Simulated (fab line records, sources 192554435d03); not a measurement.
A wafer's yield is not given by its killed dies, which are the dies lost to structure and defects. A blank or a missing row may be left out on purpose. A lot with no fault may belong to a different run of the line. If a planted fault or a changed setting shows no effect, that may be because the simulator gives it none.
What tool caused it? + flow n5Finfet + 72 wafers from 24 lots sampled at 4 of the route's 1938 steps

WHAT THE GAUGES READ, wafer by wafer
N5_SDB_OVL_MEAS_12. Usual: SDB_OVL gives 0.1 nm (standard deviation 0.73).
| lot  | measured    | on         | SDB_OVL (nm)   | flag |
|------|-------------|------------|----------------|------|
| L074 | day 3 19:12 | overlay-02 | -0.2 -0.9 -0.1 |      |
| L075 | day 3 21:27 | overlay-01 | 0.9 0.8 1.1    |      |
| L076 | day 4 07:45 | overlay-02 | -0.4 -0.9 -0.7 |      |
| L077 | day 4 09:56 | overlay-01 | -0.3 0.6 0.4   |      |
| L078 | day 4 16:18 | overlay-02 | 0.0 -0.3 0.0   |      |
| L079 | day 4 23:44 | overlay-02 | -1.3 -1.8 0.3  |      |
| L080 | day 5 08:32 | overlay-01 | 1.0 0.8 0.0    |      |
| L081 | day 5 17:24 | overlay-01 | 0.1 0.2 -0.4   |      |
| L082 | day 5 17:44 | overlay-02 | 0.1 0.2 0.4    |      |
| L083 | day 6 00:58 | overlay-01 | 0.6 0.5 -0.1   |      |
| L084 | day 6 02:58 | overlay-01 | 0.4 0.0 0.2    |      |
| L085 | day 6 10:02 | overlay-02 | -0.9 0.0 0.1   |      |
| L086 | day 6 17:36 | overlay-01 | 0.8 -0.1 -0.2  |      |
| L087 | day 6 22:22 | overlay-02 | 0.2 0.0 1.2    |      |
| L088 | day 7 04:38 | overlay-02 | 0.9 -0.1 -0.4  |      |
| L089 | day 7 14:02 | overlay-02 | -0.7 0.0 0.2   |      |
| L090 | day 7 18:29 | overlay-01 | 0.9 0.4 0.3    |      |
| L091 | day 8 00:22 | overlay-02 | 0.8 0.2 -0.8   |      |
| L093 | day 8 12:51 | overlay-02 | -0.1 0.1 0.2   |      |
| L092 | day 8 19:34 | overlay-01 | -0.3 0.7 0.2   |      |
| L094 | day 8 22:54 | overlay-02 | -1.5 0.9 -0.4  |      |
| L095 | day 9 02:51 | overlay-02 | -0.2 0.4 0.6   |      |
| L096 | day 9 06:41 | overlay-01 | 1.4 0.1 0.3    |      |
| L097 | day 9 13:39 | overlay-02 | -0.9 1.2 -0.7  |      |

WHICH TOOL RAN EACH LOT (tool, then ch and the chambers of the sampled wafers, then the start)
| lot  | N5_SD_EPI_P_ETCH_16              | N5_SD_EPI_P_SD_RECESS_17       | N5_SD_ACTIVATION_LSA_01          |
|------|----------------------------------|--------------------------------|----------------------------------|
| L074 | rieDiel-06 ch 0,3, day 3 07:44   | rieSi-05 ch 0,1,2, day 3 07:48 | laserAnneal-01 ch 0, day 3 12:02 |
| L075 | rieDiel-01 ch 0,1,2, day 3 10:40 | rieSi-02 ch 0,1, day 3 10:44   | laserAnneal-02 ch 0, day 3 14:01 |
| L076 | rieDiel-01 ch 2,3, day 3 20:16   | rieSi-05 ch 1,3, day 3 20:20   | laserAnneal-01 ch 0, day 4 00:28 |
| L077 | rieDiel-01 ch 0,3, day 3 23:17   | rieSi-02 ch 0,1,3, day 3 23:22 | laserAnneal-02 ch 0, day 4 02:39 |
| L078 | rieDiel-03 ch 1,3, day 4 05:38   | rieSi-03 ch 1,2, day 4 05:42   | laserAnneal-01 ch 0, day 4 09:00 |
| L079 | rieDiel-01 ch 1,2, day 4 13:06   | rieSi-02 ch 2,3, day 4 13:10   | laserAnneal-02 ch 0, day 4 16:26 |
| L080 | rieDiel-03 ch 0,3, day 4 21:41   | rieSi-02 ch 1,2, day 4 21:46   | laserAnneal-01 ch 0, day 5 01:08 |
| L081 | rieDiel-03 ch 0,2, day 5 01:51   | rieSi-05 ch 0,2,3, day 5 01:55 | laserAnneal-02 ch 0, day 5 05:14 |
| L082 | rieDiel-03 ch 2,3, day 5 06:53   | rieSi-05 ch 1,2,3, day 5 06:57 | laserAnneal-01 ch 0, day 5 10:26 |
| L083 | rieDiel-03 ch 0,1, day 5 12:55   | rieSi-02 ch 1,2,3, day 5 12:59 | laserAnneal-02 ch 0, day 5 17:05 |
| L084 | rieDiel-03 ch 0,1,2, day 5 15:58 | rieSi-03 ch 0,1,2, day 5 16:02 | laserAnneal-02 ch 0, day 5 19:25 |
| L085 | rieDiel-06 ch 0,3, day 5 23:03   | rieSi-05 ch 0,1, day 5 23:07   | laserAnneal-02 ch 0, day 6 02:34 |
| L086 | rieDiel-01 ch 0,2,3, day 6 06:50 | rieSi-03 ch 0,1,2, day 6 06:55 | laserAnneal-02 ch 0, day 6 10:17 |
| L087 | rieDiel-06 ch 0,1,2, day 6 11:16 | rieSi-03 ch 0,3, day 6 11:20   | laserAnneal-01 ch 0, day 6 14:40 |
| L088 | rieDiel-03 ch 0,2,3, day 6 17:20 | rieSi-03 ch 0,2,3, day 6 17:25 | laserAnneal-01 ch 0, day 6 20:42 |
| L089 | rieDiel-01 ch 1,2, day 7 02:04   | rieSi-05 ch 2,3, day 7 02:08   | laserAnneal-01 ch 0, day 7 05:34 |
| L090 | rieDiel-01 ch 0,1, day 7 07:35   | rieSi-05 ch 1,2,3, day 7 07:39 | laserAnneal-01 ch 0, day 7 10:56 |
| L091 | rieDiel-01 ch 1,2, day 7 13:44   | rieSi-05 ch 0,2,3, day 7 13:48 | laserAnneal-02 ch 0, day 7 17:08 |
| L093 | rieDiel-06 ch 1,3, day 8 01:23   | rieSi-02 ch 1,2, day 8 01:28   | laserAnneal-01 ch 0, day 8 05:35 |
| L092 | rieDiel-01 ch 0,2,3, day 8 06:15 | rieSi-02 ch 0,1,3, day 8 06:19 | laserAnneal-02 ch 0, day 8 09:44 |
| L094 | rieDiel-03 ch 1,2,3, day 8 09:49 | rieSi-03 ch 1,2, day 8 09:53   | laserAnneal-01 ch 0, day 8 14:08 |
| L095 | rieDiel-06 ch 0,2,3, day 8 13:01 | rieSi-03 ch 2,3, day 8 13:05   | laserAnneal-01 ch 0, day 8 17:38 |
| L096 | rieDiel-06 ch 0,2, day 8 18:16   | rieSi-02 ch 0,1,2, day 8 18:21 | laserAnneal-02 ch 0, day 8 21:48 |
| L097 | rieDiel-03 ch 1,2,3, day 9 01:48 | rieSi-05 ch 0,1,3, day 9 01:52 | laserAnneal-01 ch 0, day 9 05:59 |
- N5_SD_EPI_P_ETCH_16: etches SiO2 in CHF3/O2, target depth 5 nm.
- N5_SD_EPI_P_SD_RECESS_17: chemistry HBr/Cl2/O2, target depth 39.1 nm, bt time 3 s.
- N5_SD_ACTIVATION_LSA_01: time 0.0008 s.

AS READ BY THE TOOLS THEMSELVES (means over the sampled wafers that have a number; for cases with no such wafer, the mark the record gives instead)
N5_SD_EPI_P_ETCH_16. Usual: drypumpMotorCurrentA 5.7 A, standard deviation 0.59; oesProductAu 0.76 a.u., standard deviation 0.078; rfVppV 522 V, standard deviation 11; showerheadPlenumPTorr 2.42 Torr, standard deviation 0.065; throttleValvePct 18.92 %, standard deviation 0.2.
| lot  | tool       | drypumpMotorCurrentA (A) | oesProductAu (a.u.) | rfVppV (V) | showerheadPlenumPTorr (Torr) | throttleValvePct (%) | flag |
|------|------------|--------------------------|---------------------|------------|------------------------------|----------------------|------|
| L074 | rieDiel-06 | 6.1                      | 0.80                | 534        | 2.39                         | 18.93                |      |
| L075 | rieDiel-01 | 5.4                      | 0.79                | 516        | 2.46                         | 18.96                |      |
| L076 | rieDiel-01 | 5.9                      | 0.79                | 514        | 2.36                         | 18.93                |      |
| L077 | rieDiel-01 | 5.4                      | 0.78                | 515        | 2.39                         | 19.11                |      |
| L078 | rieDiel-03 | 5.5                      | 0.70                | 518        | 2.48                         | 19.02                |      |
| L079 | rieDiel-01 | 5.6                      | 0.81                | 515        | 2.47                         | 18.88                |      |
| L080 | rieDiel-03 | 6.1                      | 0.69                | 533        | 2.48                         | 18.84                |      |
| L081 | rieDiel-03 | 6.5                      | 0.69                | 537        | 2.44                         | 18.88                |      |
| L082 | rieDiel-03 | 6.2                      | 0.70                | 523        | 2.42                         | 19.09                |      |
| L083 | rieDiel-03 | 6.0                      | 0.88                | 526        | 2.46                         | 18.65                |      |
| L084 | rieDiel-03 | 6.3                      | 0.77                | 529        | 2.44                         | 18.83                |      |
| L085 | rieDiel-06 | 5.9                      | 0.81                | 544        | 2.45                         | 18.86                |      |
| L086 | rieDiel-01 | 5.7                      | 0.78                | 514        | 2.40                         | 19.04                |      |
| L087 | rieDiel-06 | 5.5                      | 0.81                | 521        | 2.36                         | 18.79                |      |
| L088 | rieDiel-03 | 6.2                      | 0.69                | 529        | 2.45                         | 19.00                |      |
| L089 | rieDiel-01 | 5.2                      | 0.75                | 515        | 2.47                         | 18.87                |      |
| L090 | rieDiel-01 | 5.0                      | 0.73                | 517        | 2.46                         | 18.95                |      |
| L091 | rieDiel-01 | 5.6                      | 0.78                | 515        | 2.46                         | 18.91                |      |
| L093 | rieDiel-06 | 5.3                      | 0.75                | 520        | 2.43                         | 18.88                |      |
| L092 | rieDiel-01 | 5.7                      | 0.76                | 514        | 2.39                         | 19.05                |      |
| L094 | rieDiel-03 | 5.9                      | 0.76                | 520        | 2.44                         | 18.95                |      |
| L095 | rieDiel-06 | 5.6                      | 0.82                | 536        | 2.40                         | 18.76                |      |
| L096 | rieDiel-06 | 5.8                      | 0.80                | 528        | 2.33                         | 18.85                |      |
| L097 | rieDiel-03 | 5.9                      | 0.75                | 520        | 2.44                         | 18.96                |      |

N5_SD_EPI_P_SD_RECESS_17. Usual: drypumpMotorCurrentA 5.5 A, standard deviation 0.52; mfcCl2Sccm 80.02 sccm, standard deviation 0.22; oesProductAu 0.994 a.u., standard deviation 0.014; throttleValvePct 36.97 %, standard deviation 0.24.
| lot  | tool     | drypumpMotorCurrentA (A) | mfcCl2Sccm (sccm) | oesProductAu (a.u.) | throttleValvePct (%) | flag |
|------|----------|--------------------------|-------------------|---------------------|----------------------|------|
| L074 | rieSi-05 | 5.3                      | 80.06             | 0.998               | 36.93                |      |
| L075 | rieSi-02 | 5.2                      | 80.18             | 1.019               | 36.97                |      |
| L076 | rieSi-05 | 5.1                      | 80.11             | 0.985               | 37.04                |      |
| L077 | rieSi-02 | 5.5                      | 80.18             | 1.005               | 36.93                |      |
| L078 | rieSi-03 | 5.9                      | 80.10             | 0.981               | 37.26                |      |
| L079 | rieSi-02 | 5.1                      | 79.97             | 0.988               | 37.04                |      |
| L080 | rieSi-02 | 5.0                      | 80.32             | 0.992               | 37.09                |      |
| L081 | rieSi-05 | 5.0                      | 80.14             | 0.989               | 37.00                |      |
| L082 | rieSi-05 | 5.2                      | 79.92             | 0.990               | 37.00                |      |
| L083 | rieSi-02 | 5.4                      | 80.17             | 0.992               | 36.98                |      |
| L084 | rieSi-03 | 5.7                      | 80.04             | 0.984               | 37.01                |      |
| L085 | rieSi-05 | 5.3                      | 79.94             | 0.996               | 36.65                |      |
| L086 | rieSi-03 | 5.7                      | 80.18             | 0.988               | 37.01                |      |
| L087 | rieSi-03 | 6.1                      | 79.84             | 0.999               | 36.72                |      |
| L088 | rieSi-03 | 5.9                      | 79.82             | 0.990               | 36.85                |      |
| L089 | rieSi-05 | 5.0                      | 80.01             | 0.982               | 37.14                |      |
| L090 | rieSi-05 | 5.3                      | 80.00             | 0.985               | 37.00                |      |
| L091 | rieSi-05 | 5.0                      | 80.04             | 0.989               | 36.99                |      |
| L093 | rieSi-02 | 5.3                      | 80.17             | 0.993               | 37.04                |      |
| L092 | rieSi-02 | 5.5                      | 80.13             | 1.005               | 36.93                |      |
| L094 | rieSi-03 | 6.1                      | 80.01             | 0.987               | 37.27                |      |
| L095 | rieSi-03 | 6.4                      | 79.70             | 0.999               | 37.09                |      |
| L096 | rieSi-02 | 5.2                      | 79.78             | 1.005               | 37.04                |      |
| L097 | rieSi-05 | 5.2                      | 79.97             | 0.985               | 36.86                |      |

N5_SD_ACTIVATION_LSA_01. Usual: wafer_temp_C_max reads 1085.4 (standard deviation 2.8).
| lot  | tool           | wafer_temp_C_max | flag |
|------|----------------|------------------|------|
| L074 | laserAnneal-01 | 1082.7           |      |
| L075 | laserAnneal-02 | 1088.6           |      |
| L076 | laserAnneal-01 | 1082.0           |      |
| L077 | laserAnneal-02 | 1089.4           |      |
| L078 | laserAnneal-01 | 1082.9           |      |
| L079 | laserAnneal-02 | 1086.3           |      |
| L080 | laserAnneal-01 | 1082.8           |      |
| L081 | laserAnneal-02 | 1087.8           |      |
| L082 | laserAnneal-01 | 1082.3           |      |
| L083 | laserAnneal-02 | 1088.2           |      |
| L084 | laserAnneal-02 | 1087.3           |      |
| L085 | laserAnneal-02 | 1087.6           |      |
| L086 | laserAnneal-02 | 1088.6           |      |
| L087 | laserAnneal-01 | 1083.7           |      |
| L088 | laserAnneal-01 | 1082.8           |      |
| L089 | laserAnneal-01 | 1083.4           |      |
| L090 | laserAnneal-01 | 1082.9           |      |
| L091 | laserAnneal-02 | 1087.5           |      |
| L093 | laserAnneal-01 | 1083.2           |      |
| L092 | laserAnneal-02 | 1088.7           |      |
| L094 | laserAnneal-01 | 1083.4           |      |
| L095 | laserAnneal-01 | 1083.0           |      |
| L096 | laserAnneal-02 | 1087.8           |      |
| L097 | laserAnneal-01 | 1083.7           |      |

THE ANSWER, worked out from the rows above alone
Rule: take the mean of a lot's wafers that have a number; if it is more than 3 standard deviations from the usual mean, the lot is off. Also off: a lot with no number at a reading for which 4 or more lots have one. All remaining lots with rows at the step are treated as sound. First the gauges in route order, then the tools' own readings, where a lot's mean is used as printed above. The first step at which some lot is off is used, and at that step the reading that is off furthest; a lot without a number counts as furthest.
No lot is off on any of the readings shown, so nothing can be concluded from this.

WHAT HAD BEEN PUT IN BY THE SIMULATOR
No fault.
